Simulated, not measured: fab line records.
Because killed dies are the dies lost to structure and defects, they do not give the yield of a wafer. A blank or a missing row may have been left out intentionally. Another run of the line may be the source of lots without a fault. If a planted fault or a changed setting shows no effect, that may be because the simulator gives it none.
fab line records    flow nand_harc
[record] lots = 24  wafers = 72  last_day = 24
route steps=1159 shown P_M1@295 P_M2@336
lots that met no fault: from a run of the same line without faults
start_h: hours from the record's opening day to when the first of the lot's shown wafers began    wait_h: hours from the lot's prior step to this one    " identical to the entry in the row above    L1.1+2: a row that stands for several wafers    - either no value or no given start    * or withheld: withheld    < > ~ a bound
route shown NAME@n: a module of which the file shows steps, and the number in the route of the first    usual: mean/standard deviation taken from wafers without a fault    same: alike in all rows    chamber/n: place in a boat    sites: readings site by site    _std_site: the standard deviation of these    _edge_site: outer sites' mean less inner sites'    radius_mm: for every site, how far away it sits from the centre of the wafer    mask NAME#n: copy n    behind: the tool/chamber that last shaped the wafer    hold: reason for holding the lot/hours on hold/outcome of the hold    device: which transistor (n, p or np) failed to switch    end of line: the route-end tests of the same wafers    step lacking rows: just its recipe    killed: not the wafer's yield, but the dies lost to structure and defects at the first sort    map: shows each die of a wafer: x if killed, . if not, _ if none is there
set.NAME: the run value of the setting; set.NAME@STEP: its run value at that earlier step    model.NAME: the simulator's own value behind a step, which no gauge read
steps of the route over a sample of lots; a table a step, a row a wafer
services: from which hour (start_h, from the record's first day; less than 0 if before it) a tool's chamber was out of use, for how many hours, and why
[[steps]]
[step NHARC_P_M1_CD_MEAS_09]
[recipe] target_cd_nm = 130  landing_energy_ev = 500
[usual] cd_nm = 129.7/0.54
lot.wafer  tool       chamber  start_h  wait_h  cd_nm
L074.1     cd_sem-02  0        122.73   -       129.5
L074.2     "          0        "        "       129.3
L074.3     "          0        "        "       128.7
L076.1     cd_sem-03  0        129.66   -       130.4
L076.2     "          0        "        "       130.3
L076.3     "          0        "        "       130.1
L075.2     cd_sem-01  0        133.35   -       129.5
L075.3     "          0        "        "       129.9
L075.5     "          0        "        "       128.6
L077.2     cd_sem-02  0        134.35   -       128.7
L077.3     "          0        "        "       128.8
L077.5     "          0        "        "       129.1
L078.2     cd_sem-01  0        148.29   -       130.0
L078.4     "          0        "        "       129.6
L078.5     "          0        "        "       130.5
L079.2     cd_sem-02  0        148.73   -       128.7
L079.5     "          0        "        "       129.4
L079.6     "          0        "        "       129.7
L080.1     cd_sem-01  0        149.98   -       129.8
L080.2     "          0        "        "       129.9
L080.4     "          0        "        "       129.6
L081.3     cd_sem-03  0        158.01   -       129.9
L081.5     "          0        "        "       128.4
L081.6     "          0        "        "       130.0
L082.1     cd_sem-03  0        166.83   -       129.8
L082.4     "          0        "        "       129.3
L082.5     "          0        "        "       130.5
L083.1     cd_sem-02  0        173.00   -       130.3
L083.5     "          0        "        "       129.9
L083.6     "          0        "        "       130.4
L085.2     cd_sem-03  0        182.03   -       130.3
L085.3     "          0        "        "       129.8
L085.5     "          0        "        "       130.4
L084.4     cd_sem-02  0        182.38   -       129.7
L084.5     "          0        "        "       129.2
L084.6     "          0        "        "       130.2
L086.1     cd_sem-02  0        195.95   -       129.8
L086.2     "          0        "        "       128.9
L086.3     "          0        "        "       128.9
L087.3     cd_sem-01  0        196.91   -       130.2
L087.5     "          0        "        "       129.4
L087.6     "          0        "        "       129.7
L088.3     cd_sem-01  0        216.79   -       129.8
L088.5     "          0        "        "       129.5
L088.6     "          0        "        "       129.6
L089.2     cd_sem-03  0        218.66   -       129.5
L089.3     "          0        "        "       129.8
L089.5     "          0        "        "       128.8
L091.1     cd_sem-03  0        221.87   -       128.3
L091.3     "          0        "        "       129.5
L091.4     "          0        "        "       129.3
L090.1     cd_sem-03  0        222.81   -       129.2
L090.4     "          0        "        "       129.4
L090.5     "          0        "        "       129.2
L092.1     cd_sem-03  0        225.90   -       130.1
L092.2     "          0        "        "       129.6
L092.4     "          0        "        "       129.5
L093.1     cd_sem-03  0        228.32   -       129.8
L093.3     "          0        "        "       129.2
L093.6     "          0        "        "       129.3
L094.2     cd_sem-02  0        239.68   -       130.0
L094.3     "          0        "        "       129.5
L094.4     "          0        "        "       129.8
L095.3     cd_sem-02  0        250.68   -       129.7
L095.5     "          0        "        "       130.2
L095.6     "          0        "        "       130.5
L096.1     cd_sem-02  0        251.55   -       129.7
L096.5     "          0        "        "       130.3
L096.6     "          0        "        "       129.7
L097.1     cd_sem-01  0        256.57   -       129.7
L097.2     "          0        "        "       130.3
L097.3     "          0        "        "       129.1
[step NHARC_P_M1_DESCUM_14]
[recipe] time_s = 3  o2_flow_sccm = 200  ar_flow_sccm = 0  bias_power_w = 0  chemistry = O2
[usual] drypump_motor_current_A = 5.7/0.36  oes_product_au = 0.998/0.012  rf_vpp_V = 57.7/0.88  showerhead_plenum_p_Torr = 1.89/0.081  throttle_valve_pct = 11.311/0.0091
lot.wafer  tool         chamber  start_h  wait_h  drypump_motor_current_A  oes_product_au  rf_hours_counter_h  rf_vpp_V  showerhead_plenum_p_Torr  throttle_valve_pct
L074.2     rie_diel-13  1        122.92   0.1     5.9                      0.986           0.5                 56.5      1.94                      11.305
L074.1     "            3        "        "       6.6                      0.999           0.4                 58.2      1.95                      11.331
L074.3     "            0        "        "       6.1                      1.001           0.4                 57.1      1.84                      11.322
L076.3     rie_diel-09  3        129.85   0.1     5.4                      0.976           2.6                 57.8      2.01                      11.311
L076.2     "            0        "        "       5.7                      1.021           2.9                 57.0      1.83                      11.303
L076.1     "            2        "        "       5.7                      1.008           2.5                 57.0      1.87                      11.317
L075.2     rie_diel-13  0        133.54   0.1     6.1                      0.984           0.7                 57.7      1.84                      11.309
L075.3     "            3        "        "       6.6                      0.993           0.7                 59.4      1.95                      11.315
L075.5     "            0        "        "       6.1                      0.986           -                   56.8      1.84                      11.317
L077.3     rie_diel-13  1        134.53   0.1     6.0                      0.989           0.8                 57.6      1.94                      11.311
L077.2     "            0        "        "       6.1                      1.000           0.8                 57.6      1.84                      11.298
L077.5     "            2        "        "       5.9                      1.004           -                   56.5      1.81                      11.299
L078.4     rie_diel-13  2        148.49   0.1     5.9                      1.009           1.1                 56.3      1.81                      11.323
L078.2     "            3        "        "       6.6                      1.003           1.1                 58.4      1.95                      11.312
L078.5     "            0        "        "       6.1                      0.994           -                   57.7      1.84                      11.301
L079.2     rie_diel-08  0        148.92   0.1     5.6                      1.000           1.2                 56.7      1.81                      11.310
L079.6     "            0        "        "       5.6                      1.005           -                   58.8      1.81                      11.307
L079.5     "            1        "        "       6.1                      1.003           -                   57.6      1.81                      11.316
L080.2     rie_diel-09  1        150.18   0.1     5.2                      1.002           4.0                 59.3      2.06                      11.313
L080.1     "            0        "        "       5.7                      1.020           4.1                 57.2      1.83                      11.326
L080.4     "            2        "        "       5.7                      1.017           -                   56.9      1.87                      11.326
L081.3     rie_diel-13  3        158.21   0.1     6.6                      0.994           1.6                 58.8      1.95                      11.312
L081.6     "            1        "        "       6.0                      1.000           -                   57.3      1.94                      11.314
L081.5     "            2        "        "       5.9                      1.000           -                   59.4      1.81                      11.312
L082.4     rie_diel-09  2        167.03   0.1     5.8                      1.023           5.0                 59.1      1.87                      11.308
L082.1     "            3        "        "       5.4                      0.979           3.2                 57.4      2.01                      11.330
L082.5     "            0        "        "       5.7                      1.014           -                   56.9      1.83                      11.308
L083.1     rie_diel-09  1        173.21   0.1     5.2                      0.998           5.3                 58.5      2.06                      11.289
L083.5     "            2        "        "       5.7                      1.014           -                   59.3      1.87                      11.314
L083.6     "            3        "        "       5.4                      0.980           -                   57.2      2.01                      11.314
L085.3     rie_diel-13  2        182.21   0.1     5.9                      0.998           2.0                 57.9      1.81                      11.321
L085.2     "            0        "        "       6.1                      0.990           2.0                 59.4      1.84                      11.311
L085.5     "            3        "        "       6.6                      1.003           -                   56.3      1.95                      11.323
L084.4     rie_diel-08  0        182.57   0.1     5.6                      0.998           3.5                 57.5      1.81                      11.308
L084.6     "            2        "        "       5.5                      0.992           -                   57.6      1.85                      11.305
L084.5     "            3        "        "       5.4                      0.999           -                   57.6      1.91                      11.307
L086.1     rie_diel-08  3        196.13   0.1     5.4                      0.990           5.3                 58.3      1.91                      11.297
L086.3     "            0        "        "       5.6                      0.996           5.0                 58.6      1.81                      11.318
L086.2     "            1        "        "       6.1                      0.995           4.0                 57.0      1.81                      11.308
L087.3     rie_diel-08  2        197.11   0.1     5.5                      0.998           5.4                 57.7      1.85                      11.298
L087.5     "            2        "        "       5.5                      0.990           -                   58.2      1.85                      11.290
L087.6     "            3        "        "       5.4                      0.992           -                   58.1      1.91                      11.307
L088.3     rie_diel-09  1        217.00   0.1     5.2                      0.982           -                   58.1      2.06                      11.322
L088.5     "            1        "        "       5.2                      0.980           -                   57.4      2.06                      11.322
L088.6     "            2        "        "       5.7                      1.014           -                   56.2      1.87                      11.307
L089.2     rie_diel-09  1        218.85   0.1     5.2                      0.993           8.2                 57.8      2.06                      11.316
L089.3     "            1        "        "       5.2                      0.991           -                   57.5      2.06                      11.317
L089.5     "            2        "        "       5.7                      1.020           -                   58.1      1.87                      11.313
L091.4     rie_diel-08  2        222.05   0.1     5.5                      1.000           7.3                 57.4      1.85                      11.307
L091.3     "            0        "        "       5.6                      1.002           7.2                 57.4      1.81                      11.307
L091.1     "            1        "        "       6.1                      1.001           6.2                 57.7      1.81                      11.317
L090.1     rie_diel-08  3        222.99   0.1     5.4                      0.989           7.3                 58.7      1.91                      11.303
L090.4     "            1        "        "       6.2                      1.008           6.3                 57.9      1.81                      11.314
L090.5     "            0        "        "       5.6                      0.996           -                   57.9      1.81                      11.308
L092.2     rie_diel-08  1        226.08   0.1     6.1                      0.994           6.4                 57.1      1.81                      11.314
L092.1     "            2        "        "       5.5                      0.994           7.4                 56.6      1.85                      11.316
L092.4     "            0        "        "       5.6                      0.988           7.4                 57.3      1.81                      11.320
L093.3     rie_diel-09  1        228.51   0.1     5.2                      0.994           9.3                 58.3      2.06                      11.326
L093.1     "            2        "        "       5.7                      1.020           8.0                 58.5      1.87                      11.323
L093.6     "            1        "        "       5.2                      1.006           -                   59.5      2.06                      11.314
L094.4     rie_diel-08  1        239.87   0.1     6.1                      1.004           7.3                 57.0      1.81                      11.312
L094.3     "            2        "        "       5.5                      1.004           8.4                 57.9      1.85                      11.313
L094.2     "            3        "        "       5.4                      0.985           8.9                 57.6      1.91                      11.332
L095.3     rie_diel-13  1        250.87   0.1     5.9                      1.004           3.8                 58.1      1.94                      11.313
L095.5     "            0        "        "       6.1                      0.981           -                   58.2      1.84                      11.320
L095.6     "            1        "        "       5.9                      0.997           -                   57.7      1.94                      11.302
L096.1     rie_diel-09  2        251.75   0.1     5.7                      1.000           10.1                58.0      1.87                      11.310
L096.5     "            1        "        "       5.2                      0.988           -                   59.5      2.06                      11.332
L096.6     "            2        "        "       5.7                      1.011           -                   57.0      1.87                      11.295
L097.2     rie_diel-08  3        256.76   0.1     5.4                      0.987           9.4                 59.6      1.91                      11.308
L097.1     "            0        "        "       5.6                      0.994           9.4                 56.9      1.81                      11.310
L097.3     "            1        "        "       6.1                      1.005           8.0                 57.5      1.81                      11.311
[step NHARC_P_M1_THK_MEAS_24]
[recipe] thk_meas_gauge = xrf
[usual] thk_nm = 158.0/1.6
lot.wafer  tool           chamber  start_h  wait_h  thk_nm
L074.1     film_metro-01  -        125.35   -       156.4
L074.2     "              -        "        "       160.9
L074.3     "              -        "        "       160.2
L076.1     film_metro-02  -        132.29   -       158.8
L076.2     "              -        "        "       156.3
L076.3     "              -        "        "       158.6
L075.2     film_metro-02  -        135.97   -       158.8
L075.3     "              -        "        "       157.8
L075.5     "              -        "        "       159.0
L077.2     film_metro-01  -        137.50   -       157.0
L077.3     "              -        "        "       158.1
L077.5     "              -        "        "       157.0
L078.2     film_metro-02  -        150.92   -       156.6
L078.4     "              -        "        "       158.1
L078.5     "              -        "        "       158.1
L079.2     film_metro-02  -        151.34   -       159.2
L079.5     "              -        "        "       159.6
L079.6     "              -        "        "       156.9
L080.1     film_metro-02  -        152.68   -       159.9
L080.2     "              -        "        "       159.6
L080.4     "              -        "        "       157.2
L081.3     film_metro-01  -        160.63   -       157.6
L081.5     "              -        "        "       157.9
L081.6     "              -        "        "       158.3
L082.1     film_metro-02  -        169.43   -       155.6
L082.4     "              -        "        "       158.3
L082.5     "              -        "        "       157.2
L083.1     film_metro-01  -        175.60   -       159.8
L083.5     "              -        "        "       156.9
L083.6     "              -        "        "       155.7
L085.2     film_metro-01  -        184.83   -       158.6
L085.3     "              -        "        "       161.6
L085.5     "              -        "        "       157.3
L084.4     film_metro-01  -        185.94   -       154.6
L084.5     "              -        "        "       156.2
L084.6     "              -        "        "       153.4
L086.1     film_metro-01  -        198.62   -       157.5
L086.2     "              -        "        "       157.8
L086.3     "              -        "        "       158.9
L087.3     film_metro-02  -        199.74   -       155.1
L087.5     "              -        "        "       157.5
L087.6     "              -        "        "       156.6
L088.3     film_metro-01  -        219.62   -       159.6
L088.5     "              -        "        "       159.0
L088.6     "              -        "        "       158.7
L089.2     film_metro-01  -        221.64   -       159.0
L089.3     "              -        "        "       157.1
L089.5     "              -        "        "       158.6
L091.1     film_metro-02  -        224.61   -       155.5
L091.3     "              -        "        "       158.4
L091.4     "              -        "        "       156.2
L090.1     film_metro-02  -        225.49   -       158.0
L090.4     "              -        "        "       158.5
L090.5     "              -        "        "       157.0
L092.1     film_metro-01  -        228.51   -       156.9
L092.2     "              -        "        "       155.0
L092.4     "              -        "        "       157.9
L093.1     film_metro-01  -        231.28   -       159.6
L093.3     "              -        "        "       158.2
L093.6     "              -        "        "       159.3
L094.2     film_metro-01  -        242.60   -       156.9
L094.3     "              -        "        "       156.8
L094.4     "              -        "        "       159.4
L095.3     film_metro-02  -        253.41   -       158.6
L095.5     "              -        "        "       158.6
L095.6     "              -        "        "       157.7
L096.1     film_metro-01  -        254.20   -       157.1
L096.5     "              -        "        "       159.5
L096.6     "              -        "        "       158.6
L097.1     film_metro-01  -        259.23   -       158.0
L097.2     "              -        "        "       158.6
L097.3     "              -        "        "       156.8
[step NHARC_P_M1_PRE_CLEAN_32]
[recipe] time_s = 12  temp_c = 370  rf_power_w = 300  gas = NH3
[usual] heater_power_outer_w = 375/37  heater_power_w = 648/57
lot.wafer  tool      chamber  start_h  wait_h  heater_power_outer_w  heater_power_w
L074.2     pecvd-02  1        125.58   0.1     404                   663
L074.3     "         2        "        "       366                   625
L074.1     "         0        "        "       292                   569
L076.1     pecvd-02  0        132.69   0.2     304                   579
L076.3     "         1        "        "       378                   617
L076.2     "         2        "        "       403                   681
L075.2     pecvd-01  0        136.21   0.1     384                   695
L075.3     "         1        "        "       397                   673
L075.5     "         1        "        "       403                   694
L077.2     pecvd-01  1        137.72   0.1     381                   655
L077.3     "         0        "        "       359                   658
L077.5     "         1        "        "       373                   634
L078.2     pecvd-02  2        151.16   0.1     448                   722
L078.5     "         1        "        "       380                   622
L078.4     "         0        "        "       306                   576
L079.2     pecvd-02  1        151.59   0.1     400                   646
L079.5     "         0        "        "       321                   586
L079.6     "         1        "        "       402                   639
L080.2     pecvd-01  0        152.91   0.1     342                   651
L080.1     "         2        "        "       360                   676
L080.4     "         2        "        "       362                   656
L081.3     pecvd-01  1        160.88   0.1     392                   638
L081.5     "         0        "        "       329                   607
L081.6     "         1        "        "       390                   644
L082.1     pecvd-02  0        169.65   0.1     354                   655
L082.5     "         0        "        "       359                   661
L082.4     "         1        "        "       394                   631
L083.1     pecvd-02  0        175.99   0.2     327                   609
L083.5     "         2        "        "       405                   677
L083.6     "         0        "        "       331                   616
L085.2     pecvd-03  2        185.05   0.1     405                   609
L085.3     "         0        "        "       307                   565
L085.5     "         0        "        "       307                   570
L084.4     pecvd-03  1        186.22   0.1     373                   687
L084.6     "         2        "        "       363                   580
L084.5     "         0        "        "       401                   684
L086.2     pecvd-03  0        198.85   0.1     370                   668
L086.1     "         1        "        "       403                   714
L086.3     "         2        "        "       334                   519
L087.3     pecvd-02  0        200.00   0.1     345                   651
L087.6     "         1        "        "       329                   562
L087.5     "         2        "        "       406                   695
L088.3     pecvd-03  2        219.94   0.2     378                   601
L088.6     "         1        "        "       424                   744
L088.5     "         0        "        "       388                   678
L089.2     pecvd-02  1        221.88   0.1     395                   614
L089.3     "         2        "        "       392                   649
L089.5     "         2        "        "       383                   650
L091.1     pecvd-01  0        224.84   0.1     403                   712
L091.3     "         1        "        "       325                   562
L091.4     "         2        "        "       343                   631
L090.1     pecvd-01  1        225.73   0.1     391                   667
L090.5     "         0        "        "       327                   614
L090.4     "         1        "        "       401                   649
L092.2     pecvd-03  1        228.73   0.1     419                   752
L092.1     "         2        "        "       407                   612
L092.4     "         1        "        "       421                   732
L093.1     pecvd-02  0        231.50   0.1     345                   621
L093.3     "         2        "        "       434                   752
L093.6     "         2        "        "       450                   724
L094.2     pecvd-03  1        242.82   0.1     400                   717
L094.3     "         0        "        "       371                   665
L094.4     "         0        "        "       386                   675
L095.3     pecvd-03  1        253.64   0.1     375                   708
L095.5     "         1        "        "       383                   699
L095.6     "         2        "        "       333                   529
L096.1     pecvd-02  1        254.45   0.1     366                   592
L096.6     "         2        "        "       466                   773
L096.5     "         0        "        "       357                   664
L097.3     pecvd-02  1        259.47   0.1     368                   586
L097.1     "         2        "        "       430                   761
L097.2     "         0        "        "       307                   591
[step NHARC_P_M2_ETCH_28]
[recipe] target_depth_a = 300  over_etch_frac = 0.3  time_s = 72.99  ion_energy_ev = 150  cf4_flow_sccm = 50  n2_flow_sccm = 100  ar_flow_sccm = 150  rf_w = 300  bias_w = 100  chemistry = CF4/N2
[usual] drypump_motor_current_A = 5.7/0.51  oes_product_au = 1.000/0.0092  rf_vpp_V = 313.6/2  showerhead_plenum_p_Torr = 2.59/0.11  throttle_valve_pct = 19.793/0.0099
lot.wafer  tool         chamber  start_h  wait_h  drypump_motor_current_A  oes_product_au  rf_hours_counter_h  rf_vpp_V  showerhead_plenum_p_Torr  throttle_valve_pct
L074.1     rie_diel-02  1        -        -       5.3                      1.004           30                  312.8     2.61                      19.788
L074.2     "            2        "        "       5.3                      0.995           26                  313.3     2.61                      19.797
L074.3     "            3        "        "       5.7                      0.999           28                  313.2     2.55                      19.793
L076.2     rie_diel-02  1        -        -       5.4                      0.997           31                  314.0     2.61                      19.777
L076.1     "            2        "        "       5.4                      0.993           27                  313.1     2.61                      19.814
L076.3     "            3        "        "       5.7                      1.003           29                  312.5     2.55                      19.801
L075.3     rie_diel-06  3        -        -       6.6                      1.003           2                   315.4     2.61                      19.798
L075.2     "            1        "        "       5.3                      1.006           2                   313.2     2.52                      19.793
L075.5     "            2        "        "       5.7                      1.014           -                   310.6     2.46                      19.801
L077.3     rie_diel-06  2        -        -       5.7                      1.007           3                   310.3     2.46                      19.807
L077.2     "            3        "        "       6.6                      1.003           3                   314.4     2.61                      19.793
L077.5     "            1        "        "       5.3                      0.997           -                   313.2     2.52                      19.804
L078.4     rie_diel-06  2        -        -       5.7                      1.005           3                   311.1     2.46                      19.783
L078.2     "            0        "        "       5.6                      0.998           2                   316.6     2.82                      19.800
L078.5     "            1        "        "       5.3                      1.010           -                   313.4     2.52                      19.791
L079.2     rie_diel-06  2        -        -       5.7                      1.011           3                   310.9     2.46                      19.766
L079.6     "            0        "        "       5.6                      0.990           -                   316.7     2.82                      19.797
L079.5     "            1        "        "       5.4                      1.007           -                   313.1     2.52                      19.806
L080.2     rie_diel-06  1        -        -       5.3                      1.015           3                   312.1     2.52                      19.801
L080.4     "            3        "        "       6.6                      1.009           3                   313.1     2.61                      19.798
L080.1     "            0        "        "       5.6                      0.986           2                   317.0     2.82                      19.791
L081.3     rie_diel-06  2        -        -       5.7                      0.996           4                   310.2     2.46                      19.794
L081.5     "            1        "        "       5.3                      1.007           -                   313.9     2.52                      19.786
L081.6     "            2        "        "       5.7                      1.004           -                   312.2     2.46                      19.792
L082.4     rie_diel-06  3        -        -       6.6                      0.998           4                   314.3     2.61                      19.799
L082.1     "            0        "        "       5.6                      0.994           3                   318.4     2.82                      19.799
L082.5     "            2        "        "       5.7                      1.006           -                   309.4     2.46                      19.792
L083.1     rie_diel-06  0        -        -       5.7                      1.004           3                   317.7     2.82                      19.806
L083.5     "            3        "        "       6.6                      1.002           -                   313.0     2.61                      19.789
L083.6     "            0        "        "       5.6                      0.995           -                   317.0     2.82                      19.802
L085.3     rie_diel-06  1        -        -       5.3                      0.996           5                   312.4     2.52                      19.785
L085.2     "            3        "        "       6.6                      0.992           5                   314.8     2.61                      19.788
L085.5     "            0        "        "       5.6                      0.989           -                   318.3     2.82                      19.797
L084.4     rie_diel-11  1        -        -       6.4                      0.994           61                  315.7     2.71                      19.802
L084.5     "            3        "        "       5.4                      1.008           -                   312.5     2.55                      19.795
L084.6     "            0        "        "       6.1                      0.993           -                   313.0     2.59                      19.787
L086.3     rie_diel-11  1        -        -       6.4                      0.989           0                   315.0     2.71                      19.792
L086.2     "            2        "        "       5.6                      1.003           0                   312.0     2.49                      19.800
L086.1     "            3        "        "       5.4                      0.987           0                   311.4     2.55                      19.802
L087.3     rie_diel-11  3        -        -       5.4                      1.002           0                   312.3     2.55                      19.779
L087.5     "            0        "        "       6.1                      0.976           -                   314.8     2.59                      19.790
L087.6     "            1        "        "       6.4                      0.996           -                   314.0     2.71                      19.774
L088.3     rie_diel-02  2        -        -       5.4                      0.999           12                  313.3     2.60                      19.783
L088.6     "            0        "        "       4.7                      1.002           -                   315.1     2.71                      19.790
L088.5     "            1        "        "       5.3                      1.005           -                   313.6     2.60                      19.788
L089.2     rie_diel-06  1        -        -       5.4                      1.012           6                   313.9     2.52                      19.776
L089.3     "            2        "        "       5.7                      1.002           6                   310.3     2.46                      19.796
L089.5     "            2        "        "       5.7                      1.003           -                   311.5     2.46                      19.765
L091.4     rie_diel-06  0        -        -       5.6                      1.001           5                   318.7     2.82                      19.798
L091.1     "            1        "        "       5.3                      1.011           6                   312.4     2.52                      19.799
L091.3     "            2        "        "       5.7                      1.009           6                   311.6     2.46                      19.806
L090.4     rie_diel-02  3        -        -       5.7                      1.000           13                  312.2     2.55                      19.813
L090.1     "            1        "        "       5.3                      1.005           15                  314.1     2.60                      19.797
L090.5     "            3        "        "       5.7                      0.999           -                   312.4     2.55                      19.789
L092.1     rie_diel-11  2        -        -       5.7                      1.012           10                  312.1     2.49                      19.782
L092.2     "            0        "        "       6.2                      0.978           10                  313.0     2.59                      19.811
L092.4     "            1        "        "       6.4                      0.996           10                  315.1     2.70                      19.806
L093.3     rie_diel-06  2        -        -       5.7                      1.009           6                   310.8     2.46                      19.787
L093.1     "            3        "        "       6.6                      1.007           6                   313.3     2.61                      19.794
L093.6     "            2        "        "       5.7                      1.019           -                   311.6     2.46                      19.794
L094.4     rie_diel-02  3        -        -       5.7                      0.993           15                  313.7     2.55                      19.802
L094.3     "            0        "        "       4.7                      0.999           16                  315.4     2.71                      19.789
L094.2     "            2        "        "       5.4                      0.997           15                  314.9     2.60                      19.802
L095.3     rie_diel-06  1        -        -       5.3                      0.997           0                   314.2     2.52                      19.788
L095.5     "            3        "        "       6.6                      0.981           -                   314.8     2.61                      19.790
L095.6     "            0        "        "       5.6                      1.001           -                   318.2     2.82                      19.797
L096.1     rie_diel-02  1        -        -       5.3                      0.994           19                  313.8     2.60                      19.807
L096.5     "            1        "        "       5.3                      0.997           -                   314.9     2.60                      19.796
L096.6     "            2        "        "       5.4                      0.991           -                   315.6     2.60                      19.795
L097.3     rie_diel-11  2        -        -       5.6                      1.017           23                  311.9     2.48                      19.783
L097.2     "            0        "        "       6.1                      0.984           22                  314.5     2.59                      19.787
L097.1     "            1        "        "       6.3                      1.003           23                  316.2     2.70                      19.791
[step NHARC_P_M2_THK_MEAS_24]
[recipe] thk_meas_gauge = xrf
[usual] thk_nm = 144.2/1.5
lot.wafer  tool           chamber  start_h  wait_h  thk_nm
L074.1     film_metro-01  -        129.70   -       143.8
L074.2     "              -        "        "       143.7
L074.3     "              -        "        "       144.6
L076.1     film_metro-02  -        136.98   -       145.5
L076.2     "              -        "        "       143.9
L076.3     "              -        "        "       143.9
L075.2     film_metro-02  -        140.56   -       144.6
L075.3     "              -        "        "       142.9
L075.5     "              -        "        "       144.2
L077.2     film_metro-01  -        141.78   -       145.2
L077.3     "              -        "        "       141.4
L077.5     "              -        "        "       144.4
L078.2     film_metro-02  -        155.10   -       143.7
L078.4     "              -        "        "       145.5
L078.5     "              -        "        "       143.2
L079.2     film_metro-02  -        156.02   -       142.3
L079.5     "              -        "        "       142.0
L079.6     "              -        "        "       143.3
L080.1     film_metro-02  -        156.98   -       143.8
L080.2     "              -        "        "       144.0
L080.4     "              -        "        "       143.0
L081.3     film_metro-01  -        164.85   -       145.7
L081.5     "              -        "        "       143.2
L081.6     "              -        "        "       144.6
L082.1     film_metro-01  -        173.45   -       146.5
L082.4     "              -        "        "       145.7
L082.5     "              -        "        "       142.0
L083.1     film_metro-02  -        180.02   -       146.1
L083.5     "              -        "        "       146.6
L083.6     "              -        "        "       143.9
L085.2     film_metro-01  -        189.00   -       145.0
L085.3     "              -        "        "       144.1
L085.5     "              -        "        "       143.1
L084.4     film_metro-01  -        190.09   -       144.0
L084.5     "              -        "        "       145.7
L084.6     "              -        "        "       144.3
L086.1     film_metro-02  -        202.79   -       142.2
L086.2     "              -        "        "       145.3
L086.3     "              -        "        "       143.8
L087.3     film_metro-01  -        203.79   -       146.2
L087.5     "              -        "        "       143.6
L087.6     "              -        "        "       145.2
L088.3     film_metro-02  -        223.92   -       146.0
L088.5     "              -        "        "       142.1
L088.6     "              -        "        "       144.1
L089.2     film_metro-01  -        225.86   -       145.1
L089.3     "              -        "        "       144.5
L089.5     "              -        "        "       145.5
L091.1     film_metro-01  -        228.72   -       144.8
L091.3     "              -        "        "       143.9
L091.4     "              -        "        "       147.6
L090.1     film_metro-01  -        229.69   -       145.6
L090.4     "              -        "        "       143.6
L090.5     "              -        "        "       143.4
L092.1     film_metro-01  -        232.54   -       143.4
L092.2     "              -        "        "       144.6
L092.4     "              -        "        "       143.7
L093.1     film_metro-02  -        235.46   -       142.4
L093.3     "              -        "        "       146.5
L093.6     "              -        "        "       144.7
L094.2     film_metro-02  -        246.79   -       147.1
L094.3     "              -        "        "       144.3
L094.4     "              -        "        "       143.8
L095.3     film_metro-01  -        257.59   -       146.6
L095.5     "              -        "        "       144.2
L095.6     "              -        "        "       144.4
L096.1     film_metro-02  -        258.24   -       141.9
L096.5     "              -        "        "       146.6
L096.6     "              -        "        "       142.9
L097.1     film_metro-01  -        263.46   -       146.4
L097.2     "              -        "        "       143.4
L097.3     "              -        "        "       140.5
[[services]]
tool         chamber  start_h  hours  kind
rie_diel-13  -        99.00    9.0    pm
rie_diel-09  3        105.47   5.6    repair
pecvd-03     -        111.42   13.0   pm
rie_diel-06  0        121.33   20.3   repair
pecvd-01     2        121.67   27.9   repair
rie_diel-08  -        125.07   9.0    pm
rie_diel-09  3        139.04   7.7    repair
rie_diel-13  -        140.30   0.4    repair
rie_diel-02  3        144.75   8.2    repair
rie_diel-09  3        148.45   9.0    repair
rie_diel-02  -        150.70   9.0    pm
pecvd-02     -        153.00   13.0   pm
rie_diel-08  -        164.97   0.2    repair
rie_diel-08  -        173.37   0.3    repair
rie_diel-13  2        182.80   5.6    repair
rie_diel-02  3        184.48   4.1    repair
rie_diel-09  2        195.21   9.0    repair
rie_diel-06  3        201.27   4.0    repair
rie_diel-09  3        213.82   6.6    repair
rie_diel-08  0        235.06   4.1    repair
rie_diel-06  3        238.34   8.3    repair
rie_diel-06  -        241.20   9.0    pm
rie_diel-09  -        254.10   9.0    pm
rie_diel-06  -        258.68   5.1    repair
[[key]]
fault none
